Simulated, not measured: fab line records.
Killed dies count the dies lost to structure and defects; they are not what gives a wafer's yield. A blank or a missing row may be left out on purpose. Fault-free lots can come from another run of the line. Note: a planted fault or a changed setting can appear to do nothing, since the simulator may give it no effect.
Split-lot experiment || flow n5 finfet || 21 wafers read from 7 lots, route of 1938 steps

## ON THE SPLIT
At N5_FIN_SAQP_ETCH_65 (etches SiO2 in CF4, target depth 4 nm, time 4.4 s), the setting time s was moved away from the recipe's 4.4 s on 6 of the 21 wafers read, by -19.8% to +17.0%. For the rest of the wafers, this setting stayed at what the recipe calls for.

The split's own step is where the reading is taken.

## THE READING
etch.depth nm (the simulator's own value, which no gauge read), in nm, at N5_FIN_SAQP_ETCH_65 (etches SiO2 in CF4, target depth 4 nm, time 4.4 s). The file does not state a usual value for it. Across the 15 wafers here that went through the recipe, the average is 4.022 nm and the standard deviation 0.047 nm.

{"wafer": "L079.3", "tool, chamber at the split": "rie si-06, 3", "time s as run, s": 4.4, "against the recipe": "recipe", "etch.depth nm, nm": 4.061, "against lot-mates on the recipe": "-"}
{"wafer": "L079.4", "tool, chamber at the split": "rie si-06, 1", "time s as run, s": 4.4, "against the recipe": "recipe", "etch.depth nm, nm": 4.016, "against lot-mates on the recipe": "-"}
{"wafer": "L079.5", "tool, chamber at the split": "rie si-06, 3", "time s as run, s": 5.15, "against the recipe": "+17.0%", "etch.depth nm, nm": 4.703, "against lot-mates on the recipe": "+0.665"}
{"wafer": "L087.2", "tool, chamber at the split": "rie si-03, 1", "time s as run, s": 3.531, "against the recipe": "-19.8%", "etch.depth nm, nm": 3.255, "against lot-mates on the recipe": -0.694}
{"wafer": "L087.4", "tool, chamber at the split": "rie si-03, 3", "time s as run, s": 3.531, "against the recipe": "-19.8%", "etch.depth nm, nm": 3.208, "against lot-mates on the recipe": -0.741}
{"wafer": "L087.5", "tool, chamber at the split": "rie si-03, 2", "time s as run, s": 4.4, "against the recipe": "recipe", "etch.depth nm, nm": 3.949, "against lot-mates on the recipe": "-"}
{"wafer": "L089.2", "tool, chamber at the split": "rie si-01, 2", "time s as run, s": 4.4, "against the recipe": "recipe", "etch.depth nm, nm": 4.123, "against lot-mates on the recipe": "-"}
{"wafer": "L089.5", "tool, chamber at the split": "rie si-01, 0", "time s as run, s": 4.92, "against the recipe": "+11.8%", "etch.depth nm, nm": 4.506, "against lot-mates on the recipe": "+0.383"}
{"wafer": "L089.6", "tool, chamber at the split": "rie si-01, 1", "time s as run, s": 4.92, "against the recipe": "+11.8%", "etch.depth nm, nm": 4.449, "against lot-mates on the recipe": "+0.326"}
{"wafer": "L091.1", "tool, chamber at the split": "rie si-01, 3", "time s as run, s": 4.4, "against the recipe": "recipe", "etch.depth nm, nm": 4.063, "against lot-mates on the recipe": "-"}
{"wafer": "L091.4", "tool, chamber at the split": "rie si-01, 0", "time s as run, s": 4.4, "against the recipe": "recipe", "etch.depth nm, nm": 4.026, "against lot-mates on the recipe": "-"}
{"wafer": "L091.6", "tool, chamber at the split": "rie si-01, 1", "time s as run, s": 4.4, "against the recipe": "recipe", "etch.depth nm, nm": 3.937, "against lot-mates on the recipe": "-"}
{"wafer": "L093.2", "tool, chamber at the split": "rie si-01, 1", "time s as run, s": 4.4, "against the recipe": "recipe", "etch.depth nm, nm": 4.004, "against lot-mates on the recipe": "-"}
{"wafer": "L093.5", "tool, chamber at the split": "rie si-01, 1", "time s as run, s": 4.4, "against the recipe": "recipe", "etch.depth nm, nm": 3.963, "against lot-mates on the recipe": "-"}
{"wafer": "L093.6", "tool, chamber at the split": "rie si-01, 0", "time s as run, s": 4.944, "against the recipe": "+12.4%", "etch.depth nm, nm": 4.554, "against lot-mates on the recipe": "+0.571"}
{"wafer": "L094.3", "tool, chamber at the split": "rie si-01, 0", "time s as run, s": 4.4, "against the recipe": "recipe", "etch.depth nm, nm": 4.053, "against lot-mates on the recipe": "-"}
{"wafer": "L094.4", "tool, chamber at the split": "rie si-01, 1", "time s as run, s": 4.4, "against the recipe": "recipe", "etch.depth nm, nm": 4.014, "against lot-mates on the recipe": "-"}
{"wafer": "L094.5", "tool, chamber at the split": "rie si-01, 3", "time s as run, s": 4.4, "against the recipe": "recipe", "etch.depth nm, nm": 4.067, "against lot-mates on the recipe": "-"}
{"wafer": "L097.1", "tool, chamber at the split": "rie si-06, 2", "time s as run, s": 4.4, "against the recipe": "recipe", "etch.depth nm, nm": 4.013, "against lot-mates on the recipe": "-"}
{"wafer": "L097.3", "tool, chamber at the split": "rie si-06, 3", "time s as run, s": 4.4, "against the recipe": "recipe", "etch.depth nm, nm": 4.019, "against lot-mates on the recipe": "-"}
{"wafer": "L097.5", "tool, chamber at the split": "rie si-06, 0", "time s as run, s": 4.4, "against the recipe": "recipe", "etch.depth nm, nm": 4.016, "against lot-mates on the recipe": "-"}

FIT RESULTS
A straight line over all 21 wafers: etch.depth nm changes by +0.04 nm for each +1% of time s; r = +0.99; the points scatter about the line by 0.045 nm.
The same after taking each lot's own level away (the mean of its wafers on the recipe; 21 wafers): +0.0367 nm for each +1%; r = +0.99; scatter 0.047 nm.
Per that fit: largest time s move, reading shift of 0.72 nm.
From 3.9490 to 4.1230 nm: that is the span of the lots' own levels, equal to 3.7 times the standard deviation above.
Hence the lot-to-lot level has little effect on the slope; both slopes agree.
Check: with one of the wafers moved furthest among these (-19.8%) left out of the fit, the line predicts -0.738 nm for it against its lot-mates. It came out at -0.694 nm against them.

## THE OTHER SPLITS THESE WAFERS WENT THROUGH
Note: prior to the reading, these wafers also went through further splits. Each is held against what the fit with the lots' levels taken away leaves over:
{"other split on the same wafers": "N5_ZERO_LAYER_PECVD_02 time s", "wafers away from the commonest value": 4, "r with etch.depth nm (lot level and that fit taken away)": -0.33}
{"other split on the same wafers": "N5_ZERO_LAYER_ETCH_18 icp w", "wafers away from the commonest value": 6, "r with etch.depth nm (lot level and that fit taken away)": "+0.06"}
{"other split on the same wafers": "N5_PMOS_HMC_CHANNEL_EPI_EXPOSE_06 dose mj", "wafers away from the commonest value": 8, "r with etch.depth nm (lot level and that fit taken away)": -0.02}
{"other split on the same wafers": "N5_PMOS_HMC_CHANNEL_EPI_PEB_07 peb time s", "wafers away from the commonest value": 4, "r with etch.depth nm (lot level and that fit taken away)": "+0.09"}

## FILE'S OWN FIT
etch.depth nm changes by +0.0378 nm for each +1% of time s, r = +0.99.
